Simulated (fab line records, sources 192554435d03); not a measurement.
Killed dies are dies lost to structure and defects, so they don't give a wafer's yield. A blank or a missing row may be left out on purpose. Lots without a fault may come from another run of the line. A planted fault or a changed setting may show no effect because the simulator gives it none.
fab line records | flow n5_finfet
record lots=7 wafers=39
route steps=1938 shown DUMMY_GATE@246 MOL_CONTACT_COAG@531
start_h: hours from the record's first day to the start of the lot's first wafer shown | wait_h: hours since the lot's step before | " the same as in the row above | L1.1+2: a row that stands for several wafers | - no value, or no start given | * or withheld: withheld | < > ~ a bound
route shown NAME@n: a module of which the file shows steps, and the number in the route of the first | usual: mean/standard deviation of fault-free wafers | same: alike in all rows | chamber/n: place in a boat | sites: the reading at each site | _std_site: their standard deviation | _edge_site: outer sites' mean less inner sites' | radius_mm: how far each site lies from the wafer's centre | mask NAME#n: copy n | behind: the tool/chamber that last shaped the wafer | hold: why the lot was held/for how many hours/how that ended | device: the transistor (n, p or np) that didn't switch | end of line: the same wafers' tests at the end of the route | a step without rows: its recipe alone | killed: dies lost to structure and defects at the first sort, not the wafer's yield | map: a wafer's dies, x killed, . not, _ none there
set.NAME: the setting as run; set.NAME@STEP: as run at that earlier step | model.NAME: the simulator's own value behind a step, which no gauge read
lots whose settings were changed on purpose; a table a step, a row a wafer
## steps
# step N5_DUMMY_GATE_ETCH_32
# recipe chemistry=CF4 target=SiO2 target_depth_a=35 time_s=3.9 ion_energy_ev=350 pressure_mtorr=10 icp_w=800 bias_w=400 cf4_flow_sccm=80
# columns lot.wafer tool chamber start_h wait_h set.time_s model.etch.depth_nm
L078.1 rie_si-04 1 69.82 0.1 3.9 3.503
L078.2 " 0 " " 3.011 2.711
L078.3 " 3 " " 3.011 2.685
L078.4 " 2 " " 3.9 3.493
L078.5 " 2 " " 3.9 3.483
L078.6 " 3 " " 3.011 2.67
L079.1 rie_si-03 1 77.13 0.1 3.9 3.469
L079.2 " 3 " " 3.652 3.285
L079.3 " 2 " " 3.652 3.283
L079.4 " 0 " " 3.652 3.293
L079.5 " 1 " " 3.9 3.466
L079.6 " 0 " " 3.9 3.531
L080.1 rie_si-01 3 81.34 0.1 3.9 3.454
L080.2 " 2 " " 3.214 2.9
L080.3 " 1 " " 3.214 2.885
L080.4 " 0 " " 3.9 3.565
L080.5 " 3 " " 3.9 3.46
L080.6 " 2 " " 3.214 2.899
L083.1+6 rie_si-01 3 103.82 0.1 3.9 3.487
L083.2 " 2 " " 3.9 3.52
L083.3 " 0 " " 3.9 3.603
L083.4 " 1 " " 3.9 3.536
L083.5 " 0 " " 3.9 3.576
L090.1 rie_si-04 0 143.24 0.1 3.9 3.508
L090.2 " 3 " " 3.132 2.777
L090.3 " 1 " " 3.9 3.484
L090.4 " 2 " " 3.9 3.511
L090.5 " 3 " " 3.132 2.79
L090.6 " 0 " " 3.132 2.824
L091.1 rie_si-01 1 150.26 0.1 3.9 3.501
L091.2 " 2 " " 3.9 3.538
L091.5 " 0 " " 3.9 3.586
L095.1 rie_si-04 3 173.52 0.1 3.216 2.877
L095.2+5 " 2 " " 3.9 3.536
L095.3 " 0 " " 3.216 2.911
L095.4 " 1 " " 3.216 2.893
L095.6 " 3 " " 3.9 3.487
# step N5_DUMMY_GATE_ETCH_42
# recipe chemistry=CHF3/O2 target=SiO2 target_depth_a=35 time_s=31 ion_energy_ev=30 bias_w=12 pressure_mtorr=30 source_w=600 Ar_flow_sccm=200 CHF3_flow_sccm=50 O2_flow_sccm=5
# usual rf_vpp_V=42.4/0.88
# columns lot.wafer tool chamber start_h wait_h set.bias_w rf_vpp_V
L078.1 rie_diel-02 2 70.07 0.0 13.77 45.8
L078.2 " 0 " " 13.77 47.5
L078.3 " 3 " " 13.77 48.1
L078.4 " 1 " " 12 43.0
L078.5 " 3 " " 12 43.2
L078.6 " 0 " " 12 43.6
L079.1 rie_diel-01 0 77.40 0.1 9.803 36.5
L079.2 " 3 " " 9.803 37.2
L079.3 " 2 " " 12 42.2
L079.4 " 1 " " 12 44.9
L079.5 " 1 " " 12 43.9
L079.6 " 0 " " 9.803 37.4
L080.1 rie_diel-06 2 81.59 0.0 11.05 38.4
L080.2 " 1 " " 12 43.7
L080.3 " 3 " " 11.05 39.9
L080.4 " 0 " " 11.05 42.2
L080.5 " 2 " " 12 42.2
L080.6 " 3 " " 12 41.4
L083.1 rie_diel-06 0 104.09 0.1 12 43.5
L083.2 " 3 " " 12 42.4
L083.3 " 1 " " 12 42.6
L083.4 " 2 " " 12 40.9
L083.5 " 1 " " 12 42.3
L083.6 " 0 " " 12 43.5
L090.1 rie_diel-02 2 143.61 0.2 10.46 38.4
L090.2 " 3 " " 12 42.2
L090.3 " 1 " " 10.46 38.3
L090.4 " 0 " " 12 42.9
L090.5 " 1 " " 12 42.7
L090.6 " 0 " " 10.46 37.3
L091.1 rie_diel-02 1 150.51 0.0 12 42.1
L091.2 " 0 " " 12 43.8
L091.5 " 1 " " 12 42.2
L095.1 rie_diel-01 1 173.77 0.0 10.95 40.3
L095.2 " 0 " " 12 41.6
L095.3 " 2 " " 12 42.1
L095.4 " 3 " " 10.95 38.8
L095.5 " 1 " " 12 43.2
L095.6 " 0 " " 10.95 39.2
# step N5_MOL_CONTACT_COAG_ETCH_105
# recipe chemistry=CF4 target=SiARC target_depth_a=156 mask_material=CAR-EUV time_s=26 ion_energy_ev=80 pressure_mtorr=40 source_w=545 bias_w=36 Ar_flow_sccm=100 cf4_flow_sccm=100 ends=cleared
# usual rf_vpp_V=184.2/1.1
# columns lot.wafer tool chamber start_h wait_h set.bias_w rf_vpp_V
L078.1 rie_diel-03 0 109.32 0.0 29.62 161.3
L078.2 " 3 " " 29.62 164.0
L078.3 " 2 " " 36 187.0
L078.4 " 1 " " 36 183.6
L078.5 " 0 " " 29.62 162.6
L078.6 " 1 " " 36 184.0
L079.1 rie_diel-03 2 120.22 0.0 36 184.9
L079.2 " 1 " " 32 169.4
L079.3 " 3 " " 36 183.2
L079.4 " 0 " " 32 171.2
L079.5 " 3 " " 36 185.1
L079.6 " 2 " " 32 172.0
L080.1 rie_diel-03 2 120.58 0.0 36 184.5
L080.2 " 0 " " 36 184.7
L080.3 " 1 " " 36 186.0
L080.4 " 3 " " 36 184.9
L080.5 " 3 " " 36 183.7
L080.6 " 2 " " 36 186.1
L083.1 rie_diel-04 0 143.24 0.0 36 185.5
L083.2 " 2 " " 36 183.6
L083.3 " 1 " " 36 184.0
L083.4 " 2 " " 30.98 165.9
L083.5 " 1 " " 30.98 167.8
L083.6 " 0 " " 30.98 167.8
L090.1 rie_diel-03 2 184.39 0.0 36 185.5
L090.2 " 1 " " 36 184.7
L090.3 " 0 " " 36 183.8
L090.4 " 3 " " 36 183.8
L090.5 " 0 " " 36 184.6
L090.6 " 3 " " 36 184.6
L091.1 rie_diel-04 0 192.68 0.0 36 186.0
L091.2 " 1 " " 36 184.5
L091.5 " 1 " " 36 184.6
L095.1 rie_diel-05 2 212.72 0.0 39 193.8
L095.2 " 0 " " 39 192.5
L095.3 " 1 " " 39 192.6
L095.4 " 0 " " 36 183.3
L095.5 " 2 " " 36 181.1
L095.6 " 1 " " 36 182.4
# step N5_MOL_CONTACT_COAG_ETCH_124
# recipe chemistry=CH3F/O2 target=SiNx target_depth_a=65 mask_material=SOC stop_on=SiOC over_etch_frac=0.3 ion_energy_ev=120 pressure_mtorr=30 source_w=395 bias_w=73 Ar_flow_sccm=150 CH3F_flow_sccm=30 O2_flow_sccm=20 ends=end_point
# usual rf_vpp_V=298/3.9
# columns lot.wafer tool chamber start_h wait_h set.source_w rf_vpp_V
L078.1 rie_diel-03 3 123.24 0.0 369.3 310
L078.2 " 0 " " 395 296
L078.3 " 2 " " 369.3 312
L078.4 " 3 " " 395 299
L078.5 " 0 " " 395 295
L078.6 " 2 " " 369.3 313
L080.1 rie_diel-05 2 132.83 0.0 395 294
L080.2 " 3 " " 428.9 290
L080.3 " 0 " " 428.9 289
L080.4 " 1 " " 428.9 289
L080.5 " 2 " " 395 292
L080.6 " 3 " " 395 302
L079.1 rie_diel-04 1 134.75 0.0 346.3 314
L079.2 " 2 " " 395 294
L079.3 " 0 " " 395 302
L079.4 " 2 " " 346.3 311
L079.5 " 1 " " 346.3 314
L079.6 " 0 " " 395 302
L083.1 rie_diel-04 1 155.46 0.0 395 294
L083.2 " 3 " " 395 295
L083.3 " 3 " " 395 294
L083.4 " 1 " " 395 295
L083.5 " 3 " " 395 293
L083.6 " 1 " " 395 296
L090.1 rie_diel-05 2 196.08 0.0 395 292
L090.2 " 3 " " 395 303
L090.3 " 3 " " 395 302
L090.4 " 2 " " 395 293
L090.5 " 2 " " 395 290
L090.6 " 3 " " 395 302
L091.1 rie_diel-03 3 208.22 0.0 395 301
L091.2 " 2 " " 395 303
L091.5 " 2 " " 395 303
L095.1 rie_diel-03 3 223.23 0.0 395 299
L095.2 " 1 " " 395 300
L095.3 " 2 " " 322.8 334
L095.4 " 0 " " 322.8 323
L095.5 " 3 " " 322.8 329
L095.6 " 2 " " 395 304
## key
split step=N5_DUMMY_GATE_ETCH_32 setting=time_s stated=3.9 by=wafer
response step=N5_DUMMY_GATE_ETCH_32 reading=model.etch.depth_nm change=+0.0351 per=1% r=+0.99
split step=N5_DUMMY_GATE_ETCH_42 setting=bias_w stated=12 by=wafer
response step=N5_DUMMY_GATE_ETCH_42 reading=rf_vpp_V change=+0.327 per=1% r=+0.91
split step=N5_MOL_CONTACT_COAG_ETCH_105 setting=bias_w stated=36 by=wafer
response step=N5_MOL_CONTACT_COAG_ETCH_105 reading=rf_vpp_V change=+1.25 per=1% r=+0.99
split step=N5_MOL_CONTACT_COAG_ETCH_124 setting=source_w stated=395 by=wafer
response step=N5_MOL_CONTACT_COAG_ETCH_124 reading=rf_vpp_V change=-1.37 per=1% r=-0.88
